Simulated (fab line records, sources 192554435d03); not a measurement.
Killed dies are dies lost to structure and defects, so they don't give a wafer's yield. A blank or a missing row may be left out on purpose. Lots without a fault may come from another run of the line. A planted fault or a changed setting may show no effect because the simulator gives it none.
fab line records | flow n5_finfet
record lots=7 wafers=21 last_day=18
route steps=1938 shown FIN_SAQP@99 BEOL_M4@1111 PASSIVATION@1936
lots that met no fault: from a run of the same line without faults
start_h: hours from the record's first day to the start of the lot's first wafer shown | wait_h: hours since the lot's step before | " the same as in the row above | L1.1+2: a row that stands for several wafers | - no value, or no start given | * or withheld: withheld | < > ~ a bound
route shown NAME@n: a module of which the file shows steps, and the number in the route of the first | usual: mean/standard deviation of fault-free wafers | same: alike in all rows | chamber/n: place in a boat | sites: the reading at each site | _std_site: their standard deviation | _edge_site: outer sites' mean less inner sites' | radius_mm: how far each site lies from the wafer's centre | mask NAME#n: copy n | behind: the tool/chamber that last shaped the wafer | hold: why the lot was held/for how many hours/how that ended | device: the transistor (n, p or np) that didn't switch | end of line: the same wafers' tests at the end of the route | a step without rows: its recipe alone | killed: dies lost to structure and defects at the first sort, not the wafer's yield | map: a wafer's dies, x killed, . not, _ none there
set.NAME: the setting as run; set.NAME@STEP: as run at that earlier step | model.NAME: the simulator's own value behind a step, which no gauge read
steps of the route over a sample of lots; a table a step, a row a wafer
services: from which hour (start_h, from the record's first day; less than 0 if before it) a tool's chamber was out of use, for how many hours, and why
## steps
# step N5_FIN_SAQP_PECVD_48
# recipe material=SiNx target_thk_a=250 temp_c=400 precursor=SiH4/NH3/N2 pressure_torr=1.5 rf_w=300 time_s=22.1
# usual chamber_pressure_Torr=1.4993/0.003 heater_power_w=754/130 showerhead_plenum_p_Torr=5.11/0.089 throttle_valve_pct=38.8/1.8
# columns lot.wafer tool chamber start_h wait_h chamber_pressure_Torr heater_power_w showerhead_plenum_p_Torr throttle_valve_pct
L516.3 pecvd-02 2 59.10 0.0 1.5073 776 5.16 35.9
L516.5 " 0 " " 1.5038 815 5.06 37.2
L516.6 " 1 " " 1.5013 746 5.02 36.7
L520.2 pecvd-02 1 82.39 0.0 1.4991 682 5.03 36.9
L520.4 " 2 " " 1.4986 869 5.17 35.8
L520.5 " 1 " " 1.4995 680 5.03 36.8
L521.1 pecvd-04 0 88.67 0.0 1.5016 666 5.09 37.8
L521.3 " 1 " " 1.4944 473 5.01 40.5
L521.5 " 0 " " 1.5025 647 5.09 38.1
L527.2 pecvd-02 2 122.76 0.0 1.4987 848 5.17 36.3
L527.5 " 2 " " 1.5001 846 5.16 36.0
L527.6 " 1 " " 1.5006 722 5.03 36.7
L528.1 pecvd-02 2 129.85 0.0 1.4991 815 5.16 36.3
L528.2 " 1 " " 1.5011 669 5.04 36.8
L528.4 " 2 " " 1.5002 821 5.16 36.1
L532.1 pecvd-04 1 153.29 0.0 1.4994 588 5.00 40.0
L532.4 " 2 " " 1.4984 842 5.28 40.4
L532.5 " 0 " " 1.4989 622 5.09 38.1
L533.1 pecvd-04 1 160.83 0.0 1.5032 561 5.01 40.3
L533.3 " 2 " " 1.5022 890 5.28 40.3
L533.5 " 0 " " 1.4983 654 5.09 38.5
# step N5_FIN_SAQP_SPACER1_ETCHBACK_25
# recipe chemistry=CHF3/O2 mode=anisotropic_etchback target=SiO2 target_depth_a=244 time_s=12.2 pressure_mtorr=30 source_w=650 bias_w=170 Ar_flow_sccm=200 CHF3_flow_sccm=50 O2_flow_sccm=5 ion_energy_ev=200
# usual bias_w=170.0/0.52 drypump_motor_current_A=5.6/0.42 oes_o_777_au=0.80/0.09 oes_product_au=0.80/0.097 rf_vpp_V=522/4.1 showerhead_plenum_p_Torr=2.41/0.08 throttle_valve_pct=18.93/0.27
# columns lot.wafer tool chamber start_h wait_h bias_w drypump_motor_current_A oes_o_777_au oes_product_au rf_hours_counter_h rf_vpp_V showerhead_plenum_p_Torr throttle_valve_pct
L516.3 rie_diel-01 2 61.83 0.6 169.8 5.3 0.84 0.82 74 518 2.33 18.57
L516.5 " 3 " " 169.5 5.3 0.85 0.85 - 525 2.35 18.45
L516.6 " 0 " " 170.7 6.2 0.73 0.72 - 518 2.41 19.28
L520.2 rie_diel-01 1 85.21 0.4 170.2 5.7 0.71 0.71 191 523 2.40 19.01
L520.4 " 2 " " 169.9 5.3 0.83 0.81 83 518 2.33 18.60
L520.5 " 2 " " 169.6 5.3 0.83 0.81 - 519 2.33 18.58
L521.1 rie_diel-06 1 91.10 0.4 169.9 6.2 0.93 0.93 12 520 2.57 18.94
L521.3 " 2 " " 169.5 5.8 0.74 0.73 185 517 2.40 19.06
L521.5 " 0 " " 169.8 4.8 0.89 0.89 - 525 2.55 18.98
L527.2 rie_diel-05 2 125.63 0.4 170.9 5.7 0.87 0.88 49 520 2.35 19.09
L527.5 " 3 " " 170.6 5.0 0.91 0.93 - 532 2.57 18.72
L527.6 " 2 " " 170.3 5.7 0.87 0.89 - 518 2.35 19.08
L528.1 rie_diel-05 2 132.71 0.4 170.1 5.7 0.87 0.88 52 517 2.35 19.09
L528.2 " 1 " " 171.0 6.1 0.98 0.98 2 521 2.46 18.51
L528.4 " 0 " " 170.4 5.4 0.89 0.90 23 523 2.36 18.61
L532.1 rie_diel-05 2 157.85 0.4 170.3 5.7 0.85 0.87 61 518 2.35 19.09
L532.4 " 3 " " 170.2 4.9 0.89 0.90 20 531 2.56 18.76
L532.5 " 1 " " 170.3 6.1 0.95 0.94 - 524 2.46 18.53
L533.1 rie_diel-01 1 164.16 0.4 170.0 5.6 0.70 0.69 220 523 2.39 19.06
L533.3 " 3 " " 170.3 5.3 0.81 0.81 92 525 2.34 18.51
L533.5 " 0 " " 169.3 6.2 0.70 0.69 - 518 2.39 19.32
# step N5_FIN_SAQP_MANDREL1_REMOVE_56
# recipe chemistry=HBr/Cl2/O2 bt_time_s=10 target=a-Si stop_on=SiNx endpoint=OES-SiCl over_etch_frac=1 icp_w=600 bias_w=22 HBr_flow_sccm=150 Cl2_flow_sccm=80 O2_flow_sccm=5 pressure_mtorr=10
# usual bias_w=22.01/0.076 drypump_motor_current_A=5.9/0.42 oes_o_777_au=0.998/0.027 oes_product_au=1.011/0.015 throttle_valve_pct=36.67/0.19
# columns lot.wafer tool chamber start_h wait_h bias_w drypump_motor_current_A oes_o_777_au oes_product_au rf_hours_counter_h throttle_valve_pct
L516.3 rie_si-01 2 61.92 0.1 22.05 5.8 0.974 1.002 118 36.53
L516.5 " 1 " " 22.00 5.6 1.008 1.018 - 36.95
L516.6 " 2 " " 21.98 5.8 0.963 0.988 - 36.54
L520.2 rie_si-01 3 85.30 0.1 21.94 5.7 0.952 1.005 136 36.59
L520.4 " 1 " " 22.15 5.6 1.016 1.025 124 36.94
L520.5 " 1 " " 22.08 5.6 1.009 1.017 - 36.94
L521.1 rie_si-01 2 91.19 0.1 22.02 5.8 0.961 0.995 118 36.54
L521.3 " 3 " " 22.00 5.7 0.968 1.011 136 36.59
L521.5 " 0 " " 21.91 6.3 1.005 1.012 - 37.00
L527.2 rie_si-05 0 125.76 0.1 22.03 6.0 0.960 1.007 43 36.71
L527.5 " 0 " " 22.20 6.0 0.973 1.006 - 36.71
L527.6 " 1 " " 22.05 6.8 1.024 1.039 - 36.36
L528.1 rie_si-01 3 132.80 0.1 21.98 5.7 0.966 1.009 137 36.58
L528.2 " 2 " " 22.08 5.8 0.973 0.995 119 36.54
L528.4 " 0 " " 22.05 6.3 1.014 1.015 3 37.00
L532.1 rie_si-01 1 157.94 0.1 21.90 5.6 1.007 1.005 125 36.92
L532.4 " 3 " " 22.04 5.7 0.957 0.992 137 36.58
L532.5 " 1 " " 21.86 5.6 1.009 1.006 - 36.95
L533.1 rie_si-05 0 164.26 0.1 22.08 6.0 0.977 1.010 44 36.72
L533.3 " 2 " " 21.96 6.1 1.061 1.033 50 36.72
L533.5 " 2 " " 21.94 6.1 1.065 1.029 - 36.72
# step N5_FIN_SAQP_ETCH_57
# recipe chemistry=CH3F/O2 target=SiNx mask_material=SiO2 target_depth_a=325 time_s=46.4 pressure_mtorr=30 source_w=395 bias_w=73 Ar_flow_sccm=150 CH3F_flow_sccm=30 O2_flow_sccm=20 ion_energy_ev=120 ends=cleared
# usual CH3F_flow_sccm=30.00/0.09 bias_w=72.97/0.2 drypump_motor_current_A=5.6/0.44 etch_rf_on_time_s=46.4/0.72 oes_o_777_au=0.82/0.098 oes_product_au=0.70/0.09 rf_vpp_V=296.6/2.4 showerhead_plenum_p_Torr=2.02/0.075 throttle_valve_pct=16.38/0.23
# columns lot.wafer tool chamber start_h wait_h CH3F_flow_sccm bias_w drypump_motor_current_A etch_rf_on_time_s oes_o_777_au oes_product_au rf_hours_counter_h rf_vpp_V showerhead_plenum_p_Torr throttle_valve_pct
L516.3 rie_diel-06 2 62.08 0.0 29.82 73.01 5.8 45.9 0.76 0.63 176 293.3 1.99 16.49
L516.5 " 1 " " 29.93 72.73 6.2 46.3 0.96 0.81 - 293.6 2.14 16.33
L516.6 " 2 " " 29.96 72.87 5.8 46.7 0.75 0.63 - 294.0 1.99 16.51
L520.2 rie_diel-06 3 85.46 0.0 29.99 72.92 5.7 45.8 0.72 0.60 206 298.7 2.07 16.76
L520.4 " 0 " " 30.03 73.02 4.8 46.4 0.90 0.75 34 298.4 2.12 16.40
L520.5 " 3 " " 30.09 73.14 5.6 47.4 0.71 0.60 - 299.7 2.07 16.72
L521.1 rie_diel-05 1 91.39 0.1 30.06 73.19 6.1 46.6 0.69 0.57 250 297.1 2.05 16.43
L521.3 " 0 " " 30.01 73.18 5.5 47.2 0.93 0.79 8 296.7 1.96 15.99
L521.5 " 2 " " 29.93 73.00 5.6 46.5 0.91 0.78 - 294.9 1.95 16.43
L527.2 rie_diel-05 2 125.91 0.0 30.06 73.20 5.6 61.9 0.88 0.77 49 292.5 1.95 16.48
L527.5 " 2 " " 29.94 72.88 5.6 45.1 0.88 0.76 - 295.3 1.95 16.46
L527.6 " 3 " " 29.89 73.09 4.9 45.2 0.92 0.80 - 301.7 2.13 16.14
L528.1 rie_diel-06 3 133.17 0.3 30.08 72.62 5.7 46.4 0.70 0.59 221 299.1 2.06 16.76
L528.2 " 2 " " 30.06 72.30 5.8 63.9 0.73 0.62 198 294.9 1.98 16.53
L528.4 " 0 " " 30.06 72.94 4.8 45.8 0.88 0.75 50 298.5 2.12 16.43
L532.1 rie_diel-05 0 158.10 0.0 30.11 72.53 5.5 47.1 0.87 0.75 31 296.0 1.96 16.02
L532.4 " 1 " " 29.99 73.01 6.1 47.0 0.95 0.80 11 297.0 2.04 15.94
L532.5 " 0 " " 29.96 72.98 5.5 46.8 0.87 0.75 - 295.8 1.96 16.05
L533.1 rie_diel-05 2 164.42 0.0 30.04 73.04 5.6 45.3 0.86 0.76 63 294.5 1.94 16.50
L533.3 " 3 " " 29.89 73.22 5.0 45.6 0.88 0.77 22 300.9 2.13 16.16
L533.5 " 3 " " 29.75 73.04 5.0 46.1 0.88 0.77 - 302.4 2.13 16.18
# step N5_FIN_SAQP_ETCH_67
# recipe chemistry=CH3F/O2 target=SiNx target_depth_a=300 mask_material=SOC pressure_mtorr=30 source_w=395 bias_w=73 Ar_flow_sccm=150 CH3F_flow_sccm=30 O2_flow_sccm=20 ion_energy_ev=120
# usual CH3F_flow_sccm=30.00/0.09 bias_w=73.00/0.22 drypump_motor_current_A=5.6/0.43 oes_o_777_au=0.80/0.092 oes_product_au=0.80/0.098 rf_vpp_V=296.3/2.3 showerhead_plenum_p_Torr=2.02/0.072 throttle_valve_pct=16.40/0.25
# columns lot.wafer tool chamber start_h wait_h CH3F_flow_sccm bias_w drypump_motor_current_A oes_o_777_au oes_product_au rf_hours_counter_h rf_vpp_V showerhead_plenum_p_Torr throttle_valve_pct
L516.3 rie_diel-01 0 63.04 0.0 30.25 73.06 6.2 0.74 0.72 186 293.8 2.00 16.74
L516.5 " 0 " " 30.11 72.76 6.2 0.73 0.72 - 294.9 2.00 16.73
L516.6 " 1 " " 29.97 72.85 5.6 0.73 0.72 - 297.0 1.99 16.46
L520.2 rie_diel-01 1 86.20 0.0 29.98 73.00 5.6 0.72 0.72 192 297.0 1.99 16.49
L520.4 " 3 " " 29.93 73.30 5.4 0.84 0.85 66 299.2 1.95 15.94
L520.5 " 2 " " 29.94 73.34 5.3 0.83 0.81 - 294.6 1.93 16.08
L521.1 rie_diel-01 3 92.13 0.0 29.83 73.12 5.3 0.83 0.84 68 298.8 1.95 15.94
L521.3 " 0 " " 29.96 72.93 6.2 0.73 0.72 196 294.4 1.99 16.75
L521.5 " 2 " " 29.99 73.40 5.3 0.82 0.81 - 295.1 1.93 16.08
L527.2 rie_diel-06 2 126.69 0.0 30.17 72.90 5.8 0.73 0.72 196 293.6 1.99 16.56
L527.5 " 1 " " 30.07 72.81 6.2 0.90 0.90 - 293.2 2.14 16.38
L527.6 " 2 " " 30.11 73.21 5.8 0.73 0.72 - 293.5 1.99 16.56
L528.1 rie_diel-06 0 133.90 0.0 30.22 73.14 4.8 0.87 0.86 50 298.0 2.12 16.46
L528.2 " 2 " " 30.05 73.19 5.8 0.73 0.73 199 293.1 1.98 16.55
L528.4 " 3 " " 30.06 72.78 5.7 0.70 0.69 221 298.9 2.06 16.78
L532.1 rie_diel-01 0 158.83 0.0 30.02 73.00 6.2 0.71 0.70 219 294.1 1.99 16.79
L532.4 " 1 " " 29.90 72.93 5.6 0.70 0.69 218 297.3 1.98 16.53
L532.5 " 2 " " 30.03 72.85 5.3 0.79 0.79 - 294.8 1.93 16.11
L533.1 rie_diel-06 0 165.15 0.0 30.02 73.28 4.8 0.87 0.85 57 297.1 2.11 16.46
L533.3 " 3 " " 30.08 73.17 5.7 0.70 0.68 232 299.5 2.06 16.79
L533.5 " 1 " " 30.20 72.86 6.2 0.87 0.87 - 293.8 2.13 16.41
# step N5_BEOL_M4_RC_MEAS_101
# usual DIBL_N=35.7/1.3 DIBL_P=35.4/1.8 IOFF_N=0.152/0.027 IOFF_P=0.20/0.034 ION_N=672/9.8 ION_P=461/7.5 SS_N=71.4/0.55 SS_P=73.1/0.61 VT_N=251/3.3 VT_P=-251/3.6
# columns lot.wafer tool chamber start_h wait_h DIBL_N[mV/V] DIBL_P[mV/V] IOFF_N[nA/um] IOFF_P[nA/um] ION_N[uA/um] ION_P[uA/um] SS_N[mV/dec] SS_P[mV/dec] VT_N[mV] VT_P[mV]
L516.3 prober-02 0 200.58 0.3 35.7 36.7 0.162 0.23 680 468 71.3 72.6 247 -247
L516.5 " 0 " " 35.7 36.7 0.163 0.23 678 467 71.4 72.1 247 -248
L516.6 " 0 " " 35.1 36.3 0.152 0.22 678 467 71.0 73.0 249 -247
L520.2 prober-02 0 227.33 0.2 37.7 38.4 0.186 0.26 680 466 72.5 74.4 250 -245
L520.4 " 0 " " 35.7 35.6 0.148 0.22 662 463 71.3 73.1 250 -248
L520.5 " 0 " " 34.8 34.8 0.139 0.21 677 465 70.7 73.3 250 -248
L521.1 prober-02 0 236.93 0.0 37.6 35.4 0.182 0.22 679 466 71.1 72.9 245 -248
L521.3 " 0 " " 37.1 35.1 0.195 0.23 686 469 70.6 73.9 244 -245
L521.5 " 0 " " 36.1 34.5 0.168 0.21 684 468 70.3 73.2 244 -248
L527.2 prober-01 0 279.11 0.2 34.7 33.2 0.143 0.19 674 463 72.2 73.0 252 -249
L527.5 " 0 " " 33.4 31.7 0.122 0.17 666 462 71.8 73.3 254 -251
L527.6 " 0 " " 35.4 35.0 0.164 0.21 676 469 72.1 73.5 252 -249
L528.1 prober-02 0 280.66 0.0 39.0 38.9 0.201 0.28 685 474 71.8 74.3 246 -246
L528.2 " 0 " " 38.2 37.8 0.196 0.27 691 479 72.4 74.4 248 -244
L528.4 " 0 " " 37.7 37.7 0.175 0.26 677 472 71.4 74.6 248 -244
L532.1 prober-01 0 308.16 0.0 34.3 34.6 0.123 0.18 663 458 71.2 72.0 253 -252
L532.4 " 0 " " 36.4 36.6 0.150 0.20 673 464 71.5 73.5 250 -250
L532.5 " 0 " " 35.3 35.2 0.124 0.17 667 456 71.2 72.7 253 -251
L533.1 prober-02 0 318.48 0.0 34.8 33.5 0.121 0.19 674 459 70.5 73.0 254 -252
L533.3 " 0 " " 33.8 32.4 0.104 0.17 653 457 70.8 72.3 259 -253
L533.5 " 0 " " 35.4 34.7 0.132 0.20 668 467 71.3 73.0 252 -249
# step N5_PASSIVATION_PROBE_49
# usual defect_limited_yield=91.5/1.3 killed_at_M0_to_M3=33/11 killed_at_M4_up=14/5.3 killed_at_contacts=11/6.3 killed_at_front_end=38/10 killed_at_other=3.7/2.8 killed_dies=101/16 killed_open=67/12 killed_short=32/7.4 sort_bin_5_function=5.0/0.86 sort_bin_6_memory=3.2/0.69 sort_n_pass=1079/16 sort_yield_pct=91.5/1.3
# same gross_dies=1180 killed_at_back_side=0 sort_bin_4_leakage[%]=0 sort_bin_8_speed[%]=0
# columns lot.wafer tool chamber start_h wait_h defect_limited_yield[%] killed_at_M0_to_M3 killed_at_M4_up killed_at_contacts killed_at_front_end killed_at_other killed_dies killed_open killed_short sort_bin_5_function[%] sort_bin_6_memory[%] sort_n_pass sort_yield_pct[%]
L516.3 prober-02 - 304.89 0.1 93.6 20 17 16 20 3 76 46 29 2.8 3.1 1104 93.6
L516.5 prober-02 - 304.99 0.2 90.9 26 16 22 41 2 107 82 24 5.2 3.5 1073 90.9
L516.6 prober-02 - 305.04 0.3 93.0 21 12 15 34 1 83 54 26 4.1 2.8 1097 93.0
L520.2 prober-02 - 333.15 0.1 90.9 22 11 12 61 1 107 73 33 4.8 4.0 1073 90.9
L520.4 prober-02 - 333.25 0.2 92.2 29 15 8 34 6 92 69 19 4.8 2.9 1088 92.2
L520.5 prober-02 - 333.30 0.2 90.8 25 21 11 46 5 108 77 28 5.3 3.5 1072 90.8
L528.1 prober-02 - 387.24 0.0 90.4 47 18 9 37 2 113 88 24 5.8 3.3 1067 90.4
L528.2 prober-02 - 387.29 0.1 91.7 34 21 3 38 2 98 62 35 4.7 3.1 1082 91.7
L528.4 prober-02 - 387.39 0.2 91.5 42 26 2 25 5 100 67 30 5.1 3.1 1080 91.5
L532.1 prober-01 - 408.42 0.0 89.7 37 17 7 57 3 121 97 24 5.5 4.6 1059 89.7
L532.4 prober-01 - 408.57 0.2 91.6 29 13 9 44 4 99 66 31 5.0 3.2 1081 91.6
L532.5 prober-01 - 408.62 0.2 92.3 15 13 13 45 5 91 53 36 3.9 3.1 1089 92.3
L533.1 prober-02 - 422.11 0.0 91.4 32 10 15 42 2 101 69 30 4.8 3.4 1079 91.4
L533.3 prober-02 - 422.21 0.1 91.3 28 6 12 54 3 103 68 35 5.2 3.2 1077 91.3
L533.5 prober-02 - 422.31 0.2 90.9 51 8 10 27 11 107 66 39 5.3 3.0 1073 90.9
# killed by level:class
L516.3 MOL_CONTACT_COAG:geometric_particle:open=12 BEOL_M0_SAQP:geometric_particle:open=6 BEOL_M7:geometric_particle:open=6 GATE_CUT:geometric_particle:short=4 MOL_CONTACT_COAG:geometric_particle:short=4 BEOL_M0_SAQP:geometric_particle:short=4 BEOL_M1:geometric_particle:open=4 BEOL_M4:geometric_particle:open=4
L516.5 MOL_CONTACT_COAG:geometric_particle:open=19 STI_FIN_REVEAL:geometric_particle:open=11 BEOL_M3:geometric_particle:open=10 BEOL_M4:geometric_particle:open=8 FIN_SAQP:geometric_particle:open=7 GATE_CUT:geometric_particle:short=6 FIN_SAQP:geometric_particle:short=4 BEOL_M1:geometric_particle:open=4
L516.6 MOL_CONTACT_COAG:geometric_particle:open=11 FIN_SAQP:geometric_particle:short=9 FIN_SAQP:geometric_particle:open=8 BEOL_M0_SAQP:geometric_particle:open=6 BEOL_M3:geometric_particle:open=5 STI_FIN_REVEAL:geometric_particle:open=4 MOL_CONTACT_COAG:geometric_particle:short=4 BEOL_M4:geometric_particle:open=4
L520.2 STI_FIN_REVEAL:geometric_particle:open=26 FIN_SAQP:geometric_particle:open=9 MOL_CONTACT_COAG:geometric_particle:open=8 STI_FIN_REVEAL:geometric_particle:short=6 GATE_CUT:geometric_particle:short=6 BEOL_M2:geometric_particle:open=6 BEOL_M7:geometric_particle:open=4 FIN_SAQP:geometric_particle:short=3
L520.4 STI_FIN_REVEAL:geometric_particle:open=14 BEOL_M2:geometric_particle:open=10 MOL_CONTACT_COAG:geometric_particle:open=7 BEOL_M4:geometric_particle:open=7 BEOL_M3:geometric_particle:open=4 GATE_CUT:geometric_particle:open=3 BEOL_M0_SAQP:geometric_particle:short=3 BEOL_M0_SAQP:geometric_particle:open=3
L520.5 BEOL_M4:geometric_particle:open=14 STI_FIN_REVEAL:geometric_particle:open=11 BEOL_M3:geometric_particle:open=9 MOL_CONTACT_COAG:geometric_particle:open=8 DUMMY_GATE:geometric_particle:open=6 FIN_SAQP:geometric_particle:short=5 GATE_CUT:geometric_particle:short=4 BEOL_M2:geometric_particle:open=4
L528.1 BEOL_M2:geometric_particle:open=16 STI_FIN_REVEAL:geometric_particle:open=13 BEOL_M4:geometric_particle:open=9 BEOL_M3:geometric_particle:open=9 MOL_CONTACT_COAG:geometric_particle:open=8 DUMMY_GATE:geometric_particle:open=7 BEOL_M0_SAQP:geometric_particle:open=6 BEOL_M0:geometric_particle:open=6
L528.2 FIN_SAQP:geometric_particle:short=12 BEOL_M4:geometric_particle:open=9 STI_FIN_REVEAL:geometric_particle:open=8 BEOL_M1:geometric_particle:open=7 FIN_SAQP:geometric_particle:open=6 BEOL_M0_SAQP:geometric_particle:open=6 BEOL_M2:geometric_particle:open=6 BEOL_M0_SAQP:geometric_particle:short=5
L528.4 BEOL_M2:geometric_particle:open=11 BEOL_M5:geometric_particle:open=10 BEOL_M0_SAQP:geometric_particle:open=8 DUMMY_GATE:geometric_particle:open=7 BEOL_M1:geometric_particle:open=6 BEOL_M0_SAQP:geometric_particle:short=5 FIN_SAQP:geometric_particle:short=4 BEOL_M4:geometric_particle:open=4
L532.1 FIN_SAQP:geometric_particle:open=31 BEOL_M1:geometric_particle:open=11 BEOL_M4:geometric_particle:open=10 FIN_SAQP:geometric_particle:short=9 BEOL_M3:geometric_particle:open=7 STI_FIN_REVEAL:geometric_particle:open=7 MOL_CONTACT_COAG:geometric_particle:open=7 BEOL_M2:geometric_particle:open=7
L532.4 FIN_SAQP:geometric_particle:open=12 BEOL_M0_SAQP:geometric_particle:open=8 STI_FIN_REVEAL:geometric_particle:open=7 BEOL_M0_SAQP:geometric_particle:short=6 MOL_CONTACT_COAG:geometric_particle:open=5 BEOL_M2:geometric_particle:open=5 DUMMY_GATE:geometric_particle:open=4 STARTING-WAFER:geometric_particle:open=4
L532.5 DUMMY_GATE:geometric_particle:open=10 MOL_CONTACT_COAG:geometric_particle:open=7 BEOL_M2:geometric_particle:open=7 BEOL_M4:geometric_particle:short=6 MOL_CONTACT_COAG:geometric_particle:short=6 FIN_SAQP:geometric_particle:open=5 GATE_CUT:geometric_particle:short=5 STI_FIN_REVEAL:geometric_particle:open=4
L533.1 STI_FIN_REVEAL:geometric_particle:open=14 MOL_CONTACT_COAG:geometric_particle:open=11 BEOL_M1:geometric_particle:open=8 BEOL_M3:geometric_particle:open=8 STI_FIN_REVEAL:geometric_particle:short=5 BEOL_M2:geometric_particle:open=5 STARTING-WAFER:geometric_particle:short=5 FIN_SAQP:geometric_particle:open=4
L533.3 STI_FIN_REVEAL:geometric_particle:open=13 MOL_CONTACT_COAG:geometric_particle:open=10 FIN_SAQP:geometric_particle:short=8 BEOL_M1:geometric_particle:open=6 BEOL_M0_SAQP:geometric_particle:open=6 FIN_CUT:geometric_particle:open=5 FIN_SAQP:geometric_particle:open=4 BEOL_M4:geometric_particle:open=4
L533.5 BEOL_M3:geometric_particle:open=12 MOL_CONTACT_COAG:geometric_particle:open=10 BEOL_M0_SAQP:geometric_particle:short=10 BEOL_M2:geometric_particle:open=8 FIN_SAQP:geometric_particle:short=6 BEOL_M1:geometric_particle:open=5 BEOL_M4:geometric_particle:open=5 PASS1_CAP:geometric_particle:short=5
## services
# columns tool chamber start_h hours kind
rie_diel-01 1 43.00 9.0 repair
rie_diel-01 - 44.60 4.5 repair
rie_diel-05 0 54.38 - clean
rie_diel-05 0 54.38 - consumable_replace:focus_ring
rie_diel-05 0 54.38 18.2 scheduled_down
rie_diel-05 0 54.38 18.2 vent_cycle
pecvd-02 - 60.92 1.2 repair
rie_si-05 0 71.47 7.9 repair
pecvd-04 2 74.17 13.8 repair
rie_diel-05 3 77.97 4.6 repair
rie_diel-05 3 82.67 - clean
rie_diel-05 3 82.67 - consumable_replace:focus_ring
rie_diel-05 3 82.67 - consumable_replace:showerhead
rie_diel-05 3 82.67 23.6 scheduled_down
rie_diel-05 3 82.67 23.6 vent_cycle
rie_diel-05 1 106.24 - clean
rie_diel-05 1 106.24 - consumable_replace:focus_ring
rie_diel-05 1 106.24 21.1 scheduled_down
rie_diel-05 1 106.24 21.1 vent_cycle
pecvd-04 - 108.50 5.5 pm
rie_si-01 - 112.86 0.3 repair
rie_si-05 3 127.44 17.1 repair
rie_si-05 0 127.68 1.2 repair
rie_diel-06 0 149.96 9.6 repair
## key
first_sign step=N5_FIN_SAQP_ETCH_57 reading=etch_rf_on_time_s direction=up sigmas=23 usual=* struck=*
effect none on later readings
met_at N5_FIN_SAQP_PECVD_48
struck_lots L527,L528
struck_wafers L527.2,L528.2
not_acting_at N5_FIN_SAQP_SPACER1_ETCHBACK_25,N5_FIN_SAQP_MANDREL1_REMOVE_56,N5_FIN_SAQP_ETCH_67
onset_between 82.39 122.76
fault kind=process_parameter_drift tool=pecvd-02 chamber=- onset_h=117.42 steps=N5_FIN_SAQP_PECVD_48 channel=time_s offset=* shape=step end_h=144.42 scope=struck_wafers_only acts_in=* stated=*
